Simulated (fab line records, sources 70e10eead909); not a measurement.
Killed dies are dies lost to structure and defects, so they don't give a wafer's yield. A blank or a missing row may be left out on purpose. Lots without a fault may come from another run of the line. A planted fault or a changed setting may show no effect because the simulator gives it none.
Which tool did it? | flow nand_harc | 12 lots, 36 wafers sampled, at 6 steps of a route of 1159

WHAT THE GAUGES READ, wafer by wafer
NHARC_P_ZERO_WELL_CD_MEAS_52: target cd 2000 nm. Usual: cd_nm 2000.1 nm, standard deviation 1.5.
lot  | measured    | on        | cd_nm (nm)           | flag
L951 | day 1 17:41 | cd_sem-03 | 2000.5 2000.3 2000.0 |
L952 | day 1 23:52 | cd_sem-02 | 2000.3 2002.0 2001.2 |
L954 | day 2 11:35 | cd_sem-02 | 2001.9 2001.7 2002.9 |
L956 | day 2 23:45 | cd_sem-03 | 1996.3 1997.3 1997.0 |
L959 | day 3 17:29 | cd_sem-02 | 2001.4 2000.0 2001.1 |
L961 | day 4 05:37 | cd_sem-01 | 1998.8 2000.1 2002.6 |
L964 | day 4 23:53 | cd_sem-02 | 1999.9 2001.0 1996.7 |
L967 | day 5 17:46 | cd_sem-01 | 2043.8 2044.9 2042.7 | OFF
L969 | day 6 05:44 | cd_sem-03 | 2043.4 2044.3 2047.8 | OFF
L970 | day 6 11:32 | cd_sem-02 | 2002.5 1999.4 2000.7 |
L971 | day 6 17:36 | cd_sem-01 | 1997.6 1999.3 2000.4 |
L974 | day 7 11:50 | cd_sem-02 | 1998.0 1997.3 2001.1 |

NHARC_P_STI_INSPECT_25. Usual: raw_defect_count 192, standard deviation 67.
lot  | measured    | on                | raw_defect_count | flag
L951 | day 5 07:06 | defect_inspect-02 | 253 342 270      |
L952 | day 5 07:05 | defect_inspect-02 | 109 128 149      |
L954 | day 5 07:06 | defect_inspect-01 | 159 227 184      |
L956 | day 5 10:55 | defect_inspect-01 | 177 257 167      |
L959 | day 5 10:55 | defect_inspect-02 | 121 166 177      |
L961 | day 6 06:26 | defect_inspect-02 | 146 136 145      |
L964 | day 6 22:33 | defect_inspect-01 | 350 200 213      |
L967 | day 7 16:39 | defect_inspect-02 | 258 204 278      |
L969 | day 8 00:47 | defect_inspect-01 | 185 109 284      |
L970 | day 8 11:36 | defect_inspect-01 | 113 160 114      |
L971 | day 8 17:46 | defect_inspect-01 | 91 86 134        |
L974 | day 9 04:47 | defect_inspect-01 | 152 160 229      |

NHARC_END_SORT_01. Usual: killed_at_array 29, standard deviation 11; killed_at_other 0.5, standard deviation 0.85; killed_at_periphery 3.0, standard deviation 2.3; killed_dies 33, standard deviation 12; killed_open 3.3, standard deviation 1.9; killed_short 2.0, standard deviation 1.5.
lot  | measured     | on        | killed_at_array | killed_at_other | killed_at_periphery | killed_dies | killed_open | killed_short | flag
L951 | day 24 20:12 | prober-01 | 21 32 30        | 1 0 0           | 3 3 1               | 25 35 31    | 3 8 3       | 1 1 1        |
L952 | day 25 03:59 | prober-01 | 41 33 53        | 0 0 0           | 4 3 7               | 45 36 60    | 1 4 6       | 3 1 2        |
L967 | day 28 01:59 | prober-01 | 29 22 32        | 1 0 0           | 3 2 4               | 33 24 36    | 7 1 4       | 1 0 0        |
L969 | day 27 14:41 | prober-02 | 16 17 15        | 0 0 0           | 3 0 2               | 19 17 17    | 1 3 2       | 1 0 4        |

WHICH TOOL RAN EACH LOT (tool, then ch and the chambers of the sampled wafers, then the start)
lot  | NHARC_P_ZERO_WELL_DESCUM_26       | NHARC_P_ZERO_WELL_EXPOSE_49      | NHARC_P_STI_CMP_21
L951 | rie_diel-09 ch 0,1,2, day 1 14:41 | krf_scanner-02 ch 0, day 1 17:32 | cmp-02 ch 1,2, day 4 22:37
L952 | rie_diel-03 ch 0,2,3, day 1 20:55 | krf_scanner-02 ch 0, day 1 23:43 | cmp-04 ch 1,3, day 4 22:46
L954 | rie_diel-03 ch 0,2, day 2 08:37   | krf_scanner-01 ch 0, day 2 11:26 | cmp-01 ch 0,1,3, day 4 22:46
L956 | rie_diel-10 ch 2,3, day 2 20:37   | krf_scanner-01 ch 0, day 2 23:36 | cmp-01 ch 1,2,3, day 5 02:40
L959 | rie_diel-10 ch 0,1,2, day 3 14:31 | krf_scanner-01 ch 0, day 3 17:19 | cmp-04 ch 0,3, day 5 02:27
L961 | rie_diel-10 ch 0,1,2, day 4 02:46 | krf_scanner-03 ch 0, day 4 05:28 | cmp-04 ch 2,3, day 5 20:19
L964 | rie_diel-09 ch 0,1,2, day 4 20:47 | krf_scanner-01 ch 0, day 4 23:43 | cmp-01 ch 0,1,3, day 6 13:19
L967 | rie_diel-10 ch 0,3, day 5 14:46   | krf_scanner-01 ch 0, day 5 17:37 | cmp-01 ch 0,3, day 7 06:56
L969 | rie_diel-10 ch 0,1,2, day 6 02:38 | krf_scanner-01 ch 0, day 6 05:35 | cmp-01 ch 0,1,3, day 7 14:23
L970 | rie_diel-09 ch 2,3, day 6 08:29   | krf_scanner-02 ch 0, day 6 11:22 | cmp-04 ch 0,3, day 8 02:17
L971 | rie_diel-10 ch 2,3, day 6 14:45   | krf_scanner-02 ch 0, day 6 17:27 | cmp-01 ch 0,1,3, day 8 07:57
L974 | rie_diel-09 ch 0,1,2, day 7 08:50 | krf_scanner-03 ch 0, day 7 11:41 | cmp-02 ch 1,2,3, day 8 20:21
- NHARC_P_ZERO_WELL_DESCUM_26: chemistry O2, time 3 s.
- NHARC_P_ZERO_WELL_EXPOSE_49: exposes mask P HVPW, target cd 2000 nm.
- NHARC_P_STI_CMP_21: polishes, t overpolish 20 s, target thk 380.67 nm.

WHAT THE TOOLS THEMSELVES READ (means of the sampled wafers that have a number; where no wafer has one, the mark that the record gives instead)
NHARC_P_ZERO_WELL_DESCUM_26. Usual: drypump_motor_current_A 5.5 A, standard deviation 0.58; oes_product_au 0.996 a.u., standard deviation 0.011; rf_vpp_V 57.9 V, standard deviation 0.9; showerhead_plenum_p_Torr 1.93 Torr, standard deviation 0.088; throttle_valve_pct 11.311 %, standard deviation 0.0098.
lot  | tool        | drypump_motor_current_A (A) | oes_product_au (a.u.) | rf_vpp_V (V) | showerhead_plenum_p_Torr (Torr) | throttle_valve_pct (%) | flag
L951 | rie_diel-09 | 5.9                         | 0.999                 | 58.3         | 1.95                            | 11.318                 |
L952 | rie_diel-03 | 5.5                         | 0.998                 | 58.0         | 1.96                            | 11.315                 |
L954 | rie_diel-03 | 5.4                         | 1.001                 | 58.3         | 2.04                            | 11.316                 |
L956 | rie_diel-10 | 5.3                         | 0.991                 | 58.8         | 1.95                            | 11.303                 |
L959 | rie_diel-10 | 5.6                         | 1.003                 | 58.6         | 1.98                            | 11.311                 |
L961 | rie_diel-10 | 5.6                         | 1.002                 | 57.6         | 1.98                            | 11.312                 |
L964 | rie_diel-09 | 5.9                         | 0.988                 | 57.6         | 1.95                            | 11.315                 |
L967 | rie_diel-10 | 5.5                         | 1.004                 | 58.6         | 1.88                            | 11.312                 |
L969 | rie_diel-10 | 5.6                         | 0.999                 | 57.7         | 1.98                            | 11.308                 |
L970 | rie_diel-09 | 5.1                         | 0.992                 | 57.5         | 1.90                            | 11.319                 |
L971 | rie_diel-10 | 5.1                         | 0.990                 | 57.5         | 1.87                            | 11.314                 |
L974 | rie_diel-09 | 5.9                         | 0.982                 | 58.1         | 1.95                            | 11.315                 |

NHARC_P_ZERO_WELL_EXPOSE_49. Usual: exposure_dose_mJ_cm2 22.640, standard deviation 0.023.
lot  | tool           | exposure_dose_mJ_cm2 | flag
L951 | krf_scanner-02 | 22.625               |
L952 | krf_scanner-02 | 22.642               |
L954 | krf_scanner-01 | 22.682               |
L956 | krf_scanner-01 | 22.608               |
L959 | krf_scanner-01 | 22.626               |
L961 | krf_scanner-03 | 22.648               |
L964 | krf_scanner-01 | 22.639               |
L967 | krf_scanner-01 | 29.445               | OFF
L969 | krf_scanner-01 | 29.415               | OFF
L970 | krf_scanner-02 | 22.609               |
L971 | krf_scanner-02 | 22.646               |
L974 | krf_scanner-03 | 22.620               |

NHARC_P_STI_CMP_21. Usual: motor_current_A 12.3 A, standard deviation 1; overpolish_run_s 19.999 s, standard deviation 0.0098.
lot  | tool   | motor_current_A (A) | overpolish_run_s (s) | flag
L951 | cmp-02 | 12.6                | 19.994               |
L952 | cmp-04 | 11.9                | 20.001               |
L954 | cmp-01 | 12.9                | 19.998               |
L956 | cmp-01 | 12.1                | 20.001               |
L959 | cmp-04 | 12.3                | 19.999               |
L961 | cmp-04 | 12.4                | 20.003               |
L964 | cmp-01 | 13.2                | 19.995               |
L967 | cmp-01 | 12.7                | 19.998               |
L969 | cmp-01 | 13.1                | 20.006               |
L970 | cmp-04 | 11.9                | 19.984               |
L971 | cmp-01 | 12.8                | 19.994               |
L974 | cmp-02 | 11.8                | 20.002               |

THE ANSWER, worked out from the rows above alone
Rule: a lot is off if the mean of its wafers that have a number lies more than 3 standard deviations from the usual mean. A lot without any number at a reading at which 4 lots or more have one is off too. The other lots that the step has rows for count as sound. The gauges are gone through in route order, then the tools' own readings, and for those a lot's mean is taken as printed above. The first step at which some lot is off is used, and at that step the reading that is off furthest; a lot without a number counts as furthest.
Off: L967, L969, at NHARC_P_ZERO_WELL_CD_MEAS_52 (cd_nm).
A tool fits if, at a process step before that reading, it ran every lot that is off, and no sound lot after the first of them. The gauges at NHARC_P_ZERO_WELL_CD_MEAS_52 aren't tried: what is off there is off at NHARC_P_ZERO_WELL_EXPOSE_49 too, on other tools, and a gauge's error can't cause that. One fits: krf_scanner-01 at NHARC_P_ZERO_WELL_EXPOSE_49. Its last sound lot is L964 (day 4 23:43), its first lot that is off L967 (day 5 17:37): a fault that began between those two fits.
The tool's own readings at NHARC_P_ZERO_WELL_EXPOSE_49 bear it out: on the lots that are off they differ by more than 5 times the standard deviation of the sound lots' means. exposure_dose_mJ_cm2 reads 29.430 there against 22.634 on the sound lots.

WHAT THE SIMULATOR HAD PUT IN
Process parameter drift: krf_scanner-01, from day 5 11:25 on, at NHARC_P_ZERO_WELL_EXPOSE_49. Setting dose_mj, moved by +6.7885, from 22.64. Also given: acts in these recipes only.
Lots struck among those shown: L967, L969. The rule above found the same.
